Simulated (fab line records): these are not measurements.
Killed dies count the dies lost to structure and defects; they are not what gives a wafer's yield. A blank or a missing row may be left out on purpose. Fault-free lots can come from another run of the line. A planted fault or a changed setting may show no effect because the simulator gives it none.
fab line records | flow nandHarc | part 1 of 2: steps 1 to 4 of 6
record: lots: 23 wafers: 69 lastDay: 24
route steps=1159 shown A_STAIRCASE@551
lots that met no fault: from a run of the same line without faults
startH: hours from the record's first day to the start of the lot's first wafer shown | waitH: how many hours have passed since the lot's step before this one | " identical to the entry in the row above | L1.1+2: several wafers, shown together as one row | - value missing, or start not given | * or withheld: withheld | < > ~ a bound
route shown NAME@n: a module of which the file shows steps, and the number in the route of the first | usual: mean and standard deviation over wafers with no fault | same: alike in all rows | chamber/n: place in a boat | sites: the reading at each site | _std_site: the standard deviation of these | _edge_site: the outer-site mean with the inner-site mean subtracted | radiusMm: for every site, how far away it sits from the centre of the wafer | mask NAME#n: copy n | behind: the last tool/chamber to shape the wafer | hold: cause of the lot's hold/its duration in hours/its outcome | device: which transistor (n, p or np) failed to switch | end of line: the route-end tests of the same wafers | where a step has no rows: the recipe by itself | killed: at the first sort, the dies lost to defects and structure; wafer yield is something else | map: a wafer's dies, marking killed ones x, the rest . and places with no die _
set.NAME: the setting as run; set.NAME@STEP: as run at that earlier step | model.NAME: the simulator's own value behind a step, which no gauge read
route steps across a sampled set of lots; one table per step, one row per wafer
services: the hour from which a tool's chamber was out of use, counted from the record's first day as startH (under 0 if before that day), plus the number of hours and why
== steps ==
step: NHARC_A_STAIRCASE_ETCH_15
recipe: targetDepthA: 1000 timeS: 40.5 ionEnergyEv: 400 c4f8FlowSccm: 20 o2FlowSccm: 10 arFlowSccm: withheld rfW: 600 biasW: 1000 chemistry: C4F8/O2
usual: biasW: 999.4/2.9 oesProductAu: 0.936/0.01 rfVppV: 897/4.3
columns lot.wafer tool chamber startH waitH biasW oesProductAu rfHoursCounterH rfVppV
L075.4 rieDiel-02 3 - - 1001.0 0.944 33 896
L075.3 " 0 " " 1003.3 0.950 31 904
L075.5 " 3 " " 995.8 0.940 - 896
L074.2 rieDiel-04 1 - - 1000.2 0.942 42 904
L074.5 " 0 " " 999.9 0.948 - 892
L074.6 " 1 " " 1000.5 0.941 - 905
L076.1 rieDiel-05 1 - - 998.7 0.927 28 892
L076.2 " 2 " " 997.0 0.931 27 895
L076.5 " 0 " " 1007.4 0.927 - 893
L077.3 rieDiel-02 3 - - 1002.4 0.943 39 894
L077.1 " 0 " " 1000.2 0.935 36 902
L077.4 " 2 " " 1002.1 0.925 39 901
L080.4 rieDiel-02 3 - - 995.9 0.944 44 894
L080.3 " 0 " " 997.1 0.942 41 902
L080.5 " 2 " " 1002.4 0.935 - 904
L079.2 rieDiel-05 1 - - 998.0 0.937 34 891
L079.5 " 0 " " 999.4 0.946 - 892
L079.6 " 1 " " 999.5 0.932 - 891
L078.2 rieDiel-02 2 - - 1000.0 0.942 47 902
L078.3 " 3 " " 1001.2 0.940 46 895
L078.1 " 0 " " 998.5 0.949 42 904
L081.4 rieDiel-02 1 - - 995.1 0.930 46 896
L081.1 " 0 " " 1002.4 0.930 49 903
L081.5 " 1 " " 998.7 0.922 - 896
L082.2 rieDiel-05 2 - - 1001.3 0.936 37 895
L082.3 " 3 " " 996.6 0.932 38 899
L082.4 " 0 " " 1000.9 0.934 40 891
L083.1 rieDiel-02 1 - - 1000.0 0.949 47 895
L083.2 " 2 " " 1001.1 0.951 53 901
L083.6 " 0 " " 994.9 0.942 - 902
L084.2 rieDiel-04 2 - - 1000.8 0.948 1 897
L084.4 " 1 " " 996.4 0.927 1 904
L084.5 " 2 " " 1000.3 0.950 - 895
L086.2 rieDiel-02 2 - - 996.4 0.941 60 902
L086.6 " 1 " " 1001.8 0.939 - 896
L086.5 " 2 " " 997.4 0.941 - 903
L087.4 rieDiel-05 3 - - 997.2 0.929 48 900
L087.2 " 0 " " 998.2 0.931 50 891
L087.1 " 2 " " 998.8 0.932 46 896
L085.4 rieDiel-05 1 - - 1001.7 0.910 51 889
L085.1 " 2 " " 995.8 0.922 49 896
L085.6 " 0 " " 999.6 0.908 - 893
L088.4 rieDiel-02 3 - - 1000.3 0.941 67 896
L088.1 " 2 " " 1000.1 0.944 67 902
L088.6 " 0 " " 991.8 0.927 - 902
L089.3 rieDiel-05 0 - - 996.3 0.931 58 890
L089.4 " 2 " " 1004.5 0.927 52 894
L089.6 " 1 " " 998.2 0.948 - 889
L093.1 rieDiel-02 2 - - 1001.7 0.927 1 901
L093.2 " 3 " " 997.3 0.940 1 895
L093.6 " 0 " " 999.5 0.933 - 902
L091.3 rieDiel-04 2 - - 996.8 0.938 12 898
L091.2 " 3 " " 992.9 0.941 11 900
L091.5 " 3 " " 998.9 0.944 - 899
L090.4 rieDiel-02 2 - - 998.2 0.931 1 901
L090.2 " 3 " " 999.4 0.927 2 894
L090.5 " 2 " " 995.7 0.924 - 900
L092.1 rieDiel-04 1 - - 998.8 0.937 12 904
L092.3 " 2 " " 1002.6 0.943 13 898
L092.6 " 0 " " 1002.5 0.948 - 892
L095.2 rieDiel-02 2 - - 997.4 0.934 10 900
L095.3 " 3 " " 999.9 0.947 11 894
L095.6 " 1 " " 997.3 0.941 - 894
L094.4 rieDiel-02 3 - - 998.0 0.957 11 896
L094.1 " 2 " " 998.2 0.933 10 901
L094.5 " 3 " " 1001.4 0.949 - 894
L097.1 rieDiel-05 0 - - 995.9 0.925 10 891
L097.4 " 1 " " 1002.7 0.921 9 890
L097.2 " 3 " " 999.2 0.929 9 899
step: NHARC_A_STAIRCASE_TRIM_16
recipe: timeS: 211.2 o2FlowSccm: 500 arFlowSccm: 0 biasW: 0 chemistry: O2
usual: drypumpMotorCurrentA: 5.6/0.49 oesProductAu: 0.998/0.0074 rfVppV: 57.8/0.93 showerheadPlenumPTorr: 3.56/0.12 throttleValvePct: 17.036/0.0097
same: biasW: 0
columns lot.wafer tool chamber startH waitH drypumpMotorCurrentA oesProductAu rfHoursCounterH rfVppV showerheadPlenumPTorr throttleValvePct
L075.3 rieDiel-02 0 - - 5.6 0.994 31 57.9 3.73 17.027
L075.4 " 1 " " 5.9 0.987 28 56.8 3.51 17.040
L075.5 " 1 " " 5.8 0.993 - 57.2 3.51 17.038
L074.2 rieDiel-04 3 - - 5.8 0.998 45 57.9 3.64 17.043
L074.5 " 2 " " 5.1 1.004 - 57.5 3.56 17.045
L074.6 " 3 " " 5.7 0.996 - 57.6 3.64 17.049
L076.2 rieDiel-05 0 - - 5.3 0.999 29 59.5 3.41 17.048
L076.1 " 3 " " 5.0 0.996 28 58.0 3.63 17.029
L076.5 " 0 " " 5.3 1.004 - 56.4 3.41 17.032
L077.3 rieDiel-02 3 - - 4.9 0.991 39 56.9 3.50 17.033
L077.4 " 0 " " 5.6 0.995 36 59.2 3.73 17.032
L077.1 " 1 " " 5.8 0.988 32 57.8 3.50 17.026
L080.4 rieDiel-02 3 - - 4.9 0.996 44 56.2 3.50 17.039
L080.3 " 0 " " 5.7 0.989 41 57.5 3.73 17.032
L080.5 " 2 " " 6.2 0.994 - 58.3 3.69 17.040
L079.2 rieDiel-05 2 - - 5.7 0.994 33 59.7 3.52 17.035
L079.6 " 0 " " 5.3 0.999 - 55.3 3.41 17.030
L079.5 " 1 " " 6.5 0.985 - 56.7 3.39 17.029
L078.2 rieDiel-02 2 - - 6.2 0.999 47 58.3 3.69 17.038
L078.3 " 3 " " 4.9 1.010 46 56.5 3.50 17.027
L078.1 " 1 " " 5.8 0.983 40 56.6 3.50 17.030
L081.4 rieDiel-02 1 - - 5.8 0.997 46 57.5 3.50 17.058
L081.1 " 2 " " 6.2 1.006 52 58.2 3.69 17.034
L081.5 " 1 " " 5.8 0.994 - 57.8 3.50 17.046
L082.2 rieDiel-05 3 - - 5.0 0.995 38 58.5 3.62 17.032
L082.3 " 0 " " 5.3 0.996 40 57.7 3.41 17.024
L082.4 " 2 " " 5.6 1.007 37 57.5 3.52 17.028
L083.1 rieDiel-02 2 - - 6.2 1.000 53 59.8 3.68 17.019
L083.2 " 0 " " 5.6 1.005 50 57.0 3.72 17.044
L083.6 " 2 " " 6.2 0.991 - 58.1 3.69 17.049
L084.4 rieDiel-04 1 - - 5.6 1.003 1 59.9 3.77 17.042
L084.2 " 3 " " 5.8 1.002 1 57.2 3.63 17.048
L084.5 " 1 " " 5.6 1.001 - 58.9 3.77 17.030
L086.2 rieDiel-02 3 - - 4.9 1.001 61 57.7 3.49 17.018
L086.5 " 3 " " 4.9 0.997 - 56.9 3.49 17.039
L086.6 " 0 " " 5.6 0.996 - 57.8 3.72 17.048
L087.4 rieDiel-05 3 - - 5.0 0.994 48 56.7 3.61 17.058
L087.1 " 1 " " 6.4 0.994 48 57.0 3.38 17.035
L087.2 " 2 " " 5.7 0.995 46 58.1 3.51 17.032
L085.4 rieDiel-05 3 - - 5.0 0.991 52 57.0 3.61 17.038
L085.1 " 0 " " 5.3 0.996 55 58.0 3.40 17.029
L085.6 " 2 " " 5.7 1.000 - 57.2 3.51 17.040
L088.4 rieDiel-02 3 - - 5.0 1.014 68 57.4 3.49 17.023
L088.1 " 0 " " 5.6 0.989 66 59.5 3.71 17.024
L088.6 " 3 " " 4.9 1.005 - 57.0 3.49 17.029
L089.3 rieDiel-05 2 - - 5.7 1.002 52 57.2 3.51 17.039
L089.4 " 3 " " 5.0 0.988 55 57.1 3.61 17.015
L089.6 " 1 " " 6.4 0.993 - 58.4 3.37 17.039
L093.1 rieDiel-02 3 - - 4.9 0.999 1 57.9 3.49 17.033
L093.2 " 0 " " 5.6 1.001 1 58.9 3.71 17.048
L093.6 " 2 " " 6.2 1.007 - 59.1 3.68 17.033
L091.2 rieDiel-04 3 - - 5.8 1.021 11 57.3 3.62 17.044
L091.3 " 2 " " 5.1 1.008 12 57.6 3.54 17.035
L091.5 " 0 " " 5.4 1.004 - 57.7 3.42 17.052
L090.2 rieDiel-02 0 - - 5.6 0.998 2 59.1 3.71 17.029
L090.4 " 2 " " 6.2 0.996 1 57.1 3.68 17.035
L090.5 " 3 " " 4.9 0.998 - 58.0 3.49 17.030
L092.1 rieDiel-04 2 - - 5.1 0.986 13 56.8 3.54 17.025
L092.3 " 3 " " 5.7 0.993 13 58.5 3.62 17.048
L092.6 " 2 " " 5.1 1.006 - 56.7 3.54 17.045
L095.2 rieDiel-02 0 - - 5.6 1.003 10 58.2 3.71 17.037
L095.3 " 2 " " 6.2 0.996 10 58.7 3.67 17.039
L095.6 " 0 " " 5.6 1.003 - 58.2 3.71 17.037
L094.4 rieDiel-02 3 - - 4.9 1.007 11 57.5 3.48 17.034
L094.1 " 0 " " 5.7 1.007 10 57.9 3.71 17.025
L094.5 " 2 " " 6.2 1.010 - 58.6 3.67 17.018
L097.4 rieDiel-05 0 - - 5.3 1.006 10 56.9 3.39 17.031
L097.2 " 2 " " 5.6 0.995 8 56.8 3.50 17.036
L097.1 " 3 " " 5.0 1.004 9 58.7 3.60 17.030
step: NHARC_A_STAIRCASE_DESCUM_219
recipe: timeS: 3 o2FlowSccm: 200 arFlowSccm: 0 biasPowerW: 0 chemistry: O2
usual: drypumpMotorCurrentA: 5.5/0.45 oesProductAu: 0.995/0.0079 rfVppV: 57.9/0.95 showerheadPlenumPTorr: 1.92/0.072 throttleValvePct: 11.310/0.0084
columns lot.wafer tool chamber startH waitH drypumpMotorCurrentA oesProductAu rfHoursCounterH rfVppV showerheadPlenumPTorr throttleValvePct
L075.3 rieDiel-05 0 244.62 - 5.3 0.996 26 56.3 1.85 11.301
L075.4 " 1 " " 6.5 0.998 25 58.1 1.83 11.297
L075.5 " 3 " " 5.0 0.987 - 56.1 1.97 11.313
L074.2 rieDiel-02 2 249.55 - 6.2 0.999 38 58.3 2.01 11.312
L074.6 " 3 " " 4.9 0.998 - 58.8 1.90 11.313
L074.5 " 0 " " 5.7 0.999 - 58.7 2.03 11.320
L077.3 rieDiel-05 3 259.19 - 5.0 0.986 31 57.1 1.97 11.300
L077.1 " 0 " " 5.3 0.990 33 58.2 1.85 11.313
L077.4 " 2 " " 5.7 0.985 30 58.4 1.91 11.318
L076.2 rieDiel-04 1 259.37 - 5.6 0.988 50 58.9 2.06 11.306
L076.1 " 0 " " 5.4 0.988 51 55.0 1.86 11.305
L076.5 " 1 " " 5.6 0.990 - 59.2 2.06 11.316
L080.4 rieDiel-04 3 274.18 - 5.7 1.004 58 58.7 1.97 11.322
L080.3 " 1 " " 5.5 1.006 55 59.5 2.06 11.314
L080.5 " 2 " " 5.1 1.007 - 56.7 1.93 11.315
L079.2 rieDiel-05 1 287.04 - 6.5 1.004 37 57.2 1.83 11.300
L079.6 " 1 " " 6.5 0.993 - 59.3 1.83 11.316
L079.5 " 2 " " 5.6 0.992 - 58.2 1.91 11.304
L078.1 rieDiel-05 1 288.09 - 6.5 0.988 38 57.6 1.83 11.321
L078.3 " 2 " " 5.7 0.976 36 58.7 1.91 11.306
L078.2 " 0 " " 5.3 0.991 39 56.5 1.84 11.303
L081.1 rieDiel-05 0 300.46 - 5.3 0.979 43 58.1 1.84 11.311
L081.4 " 1 " " 6.5 0.983 43 57.9 1.83 11.305
L081.5 " 1 " " 6.5 0.989 - 57.3 1.83 11.327
L082.4 rieDiel-05 3 300.86 - 5.0 0.985 41 57.8 1.97 11.324
L082.3 " 1 " " 6.5 0.992 43 57.7 1.83 11.315
L082.2 " 2 " " 5.6 0.992 40 58.0 1.91 11.317
L083.1 rieDiel-04 1 301.87 - 5.5 0.990 1 57.8 2.06 11.310
L083.2 " 2 " " 5.1 1.002 1 58.2 1.93 11.312
L083.6 " 1 " " 5.5 0.997 - 59.1 2.06 11.317
L084.4 rieDiel-05 0 312.49 - 5.2 0.994 49 58.0 1.84 11.314
L084.2 " 3 " " 5.0 0.992 46 58.5 1.96 11.323
L084.5 " 0 " " 5.2 0.997 - 57.9 1.84 11.314
L086.2 rieDiel-02 3 322.22 - 4.9 1.013 65 59.1 1.89 11.304
L086.6 " 3 " " 4.9 0.999 - 57.6 1.89 11.312
L086.5 " 0 " " 5.6 1.005 - 58.8 2.02 11.314
L087.4 rieDiel-02 0 323.60 - 5.6 0.997 64 59.2 2.02 11.314
L087.2 " 2 " " 6.2 0.998 66 57.9 2.00 11.305
L087.1 " 3 " " 5.0 1.003 66 57.0 1.89 11.314
L085.4 rieDiel-02 2 327.11 - 6.2 0.996 67 57.6 2.00 11.320
L085.1 " 3 " " 4.9 1.004 67 56.5 1.89 11.323
L085.6 " 0 " " 5.6 1.008 - 57.6 2.02 11.314
L088.1 rieDiel-04 1 336.25 - 5.5 1.001 8 57.9 2.05 11.311
L088.4 " 3 " " 5.8 0.999 9 57.8 1.97 11.316
L088.6 " 1 " " 5.6 1.000 - 57.0 2.05 11.311
L089.3 rieDiel-04 2 336.54 - 5.1 1.002 9 59.9 1.92 11.315
L089.4 " 3 " " 5.8 1.012 9 57.9 1.97 11.306
L089.6 " 0 " " 5.4 0.990 - 57.4 1.85 11.307
L093.2 rieDiel-04 1 351.32 - 5.5 1.003 16 59.3 2.05 11.300
L093.1 " 2 " " 5.1 1.004 18 57.6 1.92 11.297
L093.6 " 2 " " 5.1 0.993 - 56.9 1.92 11.293
L090.4 rieDiel-05 3 352.56 - 5.0 0.995 1 57.6 1.96 11.308
L090.2 " 0 " " 5.3 0.979 1 56.8 1.84 11.306
L090.5 " 2 " " 5.6 0.988 - 57.5 1.90 11.299
L091.2 rieDiel-04 2 352.67 - 5.1 1.013 18 58.9 1.92 11.282
L091.3 " 1 " " 5.6 0.998 16 59.9 2.05 11.290
L091.5 " 2 " " 5.1 1.004 - 58.4 1.92 11.321
L092.1 rieDiel-05 1 355.70 - 6.5 0.992 2 55.5 1.82 11.327
L092.3 " 3 " " 5.0 1.003 3 58.8 1.96 11.311
L092.6 " 2 " " 5.6 1.004 - 57.8 1.90 11.299
L095.3 rieDiel-04 0 364.40 - 5.4 0.996 21 56.8 1.85 11.310
L095.2 " 1 " " 5.6 0.995 21 58.9 2.05 11.306
L095.6 " 2 " " 5.1 1.001 - 58.2 1.92 11.327
L094.1 rieDiel-04 2 365.67 - 5.1 0.997 24 55.7 1.92 11.308
L094.4 " 1 " " 5.6 0.990 21 58.6 2.05 11.319
L094.5 " 2 " " 5.1 0.998 - 57.6 1.92 11.316
L097.4 rieDiel-05 3 383.46 - 5.0 0.991 14 57.7 1.95 11.292
L097.1 " 0 " " 5.3 0.987 15 57.6 1.83 11.303
L097.2 " 1 " " 6.5 0.990 14 58.4 1.82 11.308
step: NHARC_A_STAIRCASE_TRIM_229
recipe: timeS: 211.2 o2FlowSccm: 500 arFlowSccm: 0 biasW: 0 chemistry: O2
usual: drypumpMotorCurrentA: 5.6/0.49 oesProductAu: 0.995/0.0086 rfVppV: 57.8/0.87 showerheadPlenumPTorr: 3.53/0.11 throttleValvePct: 17.037/0.0099
same: biasW: 0
columns lot.wafer tool chamber startH waitH drypumpMotorCurrentA oesProductAu rfHoursCounterH rfVppV showerheadPlenumPTorr throttleValvePct
L075.4 rieDiel-05 3 246.69 0.1 5.0 0.996 27 57.8 3.63 17.048
L075.3 " 0 " " 5.3 0.998 28 57.5 3.41 17.034
L075.5 " 1 " " 6.5 0.993 - 57.9 3.39 17.056
L074.2 rieDiel-05 2 250.70 0.1 5.7 0.988 27 57.4 3.52 17.016
L074.6 " 1 " " 6.5 0.998 - 57.9 3.39 17.046
L074.5 " 2 " " 5.7 0.997 - 56.4 3.52 17.038
L077.4 rieDiel-04 0 260.54 0.1 5.4 1.013 51 57.4 3.43 17.029
L077.3 " 1 " " 5.6 1.005 50 58.2 3.78 17.015
L077.1 " 2 " " 5.1 1.001 54 57.9 3.55 17.027
L076.2 rieDiel-05 2 260.66 0.1 5.7 0.998 31 58.0 3.52 17.047
L076.1 " 0 " " 5.3 1.002 33 55.7 3.41 17.030
L076.5 " 2 " " 5.7 0.991 - 56.5 3.52 17.025
L080.3 rieDiel-02 2 275.28 0.1 6.2 1.008 49 57.6 3.69 17.021
L080.4 " 3 " " 5.0 1.012 48 58.3 3.50 17.020
L080.5 " 3 " " 5.0 1.007 - 58.3 3.50 17.043
L079.2 rieDiel-02 3 288.18 0.1 4.9 0.997 51 57.9 3.50 17.026
L079.6 " 2 " " 6.2 1.001 - 59.6 3.69 17.035
L079.5 " 3 " " 4.9 1.006 - 57.8 3.50 17.028
L078.3 rieDiel-05 2 289.22 0.1 5.6 0.986 36 58.0 3.52 17.043
L078.2 " 3 " " 5.0 0.981 38 59.0 3.62 17.027
L078.1 " 1 " " 6.5 0.994 38 57.3 3.38 17.043
L081.1 rieDiel-02 0 301.67 0.1 5.6 0.999 54 57.6 3.72 17.039
L081.4 " 2 " " 6.3 1.001 56 59.2 3.68 17.052
L081.5 " 3 " " 5.0 1.000 - 57.7 3.49 17.045
L082.3 rieDiel-05 3 302.05 0.1 5.0 0.983 42 58.0 3.62 17.042
L082.2 " 0 " " 5.3 0.975 44 58.6 3.41 17.039
L082.4 " 1 " " 6.5 0.986 43 56.3 3.38 17.037
L083.2 rieDiel-05 2 304.40 0.8 5.7 0.989 42 55.9 3.51 17.011
L083.1 " 1 " " 6.5 0.988 45 58.3 3.38 17.034
L083.6 " 3 " " 5.1 0.996 - 57.1 3.62 17.041
L084.4 rieDiel-05 3 314.32 0.1 5.0 0.976 48 57.4 3.61 17.046
L084.2 " 1 " " 6.5 0.988 48 56.7 3.38 17.040
L084.5 " 0 " " 5.3 0.984 - 57.1 3.40 17.050
L086.2 rieDiel-02 0 323.46 0.1 5.6 1.004 64 57.8 3.71 17.039
L086.5 " 3 " " 4.9 0.998 - 58.0 3.49 17.037
L086.6 " 0 " " 5.6 1.008 - 58.5 3.71 17.038
L087.2 rieDiel-02 1 325.03 0.1 5.9 0.989 61 57.9 3.49 17.033
L087.1 " 2 " " 6.3 1.004 66 58.7 3.68 17.032
L087.4 " 0 " " 5.7 1.001 65 57.9 3.71 17.054
L085.1 rieDiel-05 3 328.49 0.1 5.1 0.993 55 57.2 3.61 17.030
L085.4 " 0 " " 5.3 0.998 58 57.6 3.40 17.036
L085.6 " 3 " " 5.0 0.986 - 57.7 3.61 17.048
L088.1 rieDiel-05 1 337.93 0.1 6.5 0.986 59 57.9 3.37 17.024
L088.4 " 2 " " 5.7 0.983 54 58.0 3.51 17.030
L088.6 " 0 " " 5.3 0.993 - 55.4 3.40 17.051
L089.3 rieDiel-05 3 338.32 0.1 5.0 0.986 60 58.0 3.61 17.031
L089.4 " 1 " " 6.5 0.991 59 58.1 3.37 17.056
L089.6 " 2 " " 5.6 0.994 - 56.5 3.51 17.045
L093.2 rieDiel-04 2 352.43 0.1 5.1 0.992 18 56.0 3.54 17.045
L093.1 " 1 " " 5.6 0.995 16 56.5 3.77 17.031
L093.6 " 3 " " 5.7 1.007 - 58.3 3.62 17.056
L090.2 rieDiel-02 3 353.90 0.1 4.9 1.000 10 58.4 3.48 17.048
L090.4 " 0 " " 5.6 0.996 9 58.2 3.71 17.039
L090.5 " 2 " " 6.3 1.004 - 57.3 3.67 17.043
L091.2 rieDiel-05 2 354.01 0.1 5.6 0.996 1 58.0 3.51 17.038
L091.3 " 1 " " 6.5 0.982 2 57.9 3.37 17.046
L091.5 " 2 " " 5.6 0.982 - 58.2 3.51 17.054
L092.3 rieDiel-05 2 358.24 0.1 5.6 1.001 3 58.4 3.50 17.043
L092.1 " 0 " " 5.3 0.992 5 57.9 3.39 17.047
L092.6 " 1 " " 6.5 0.992 - 57.4 3.37 17.028
L095.2 rieDiel-04 2 365.54 0.1 5.1 0.999 24 57.5 3.54 17.023
L095.3 " 1 " " 5.6 0.989 21 57.9 3.76 17.044
L095.6 " 3 " " 5.7 0.998 - 57.7 3.62 17.034
L094.1 rieDiel-04 2 366.91 0.1 5.1 1.001 25 57.8 3.54 17.027
L094.4 " 3 " " 5.8 0.995 23 56.7 3.62 17.031
L094.5 " 1 " " 5.5 0.989 - 58.9 3.76 17.033
L097.2 rieDiel-05 1 384.57 0.1 6.5 0.990 14 57.0 3.36 17.027
L097.4 " 3 " " 5.0 0.998 14 58.2 3.60 17.036
L097.1 " 0 " " 5.3 0.987 15 57.2 3.39 17.035
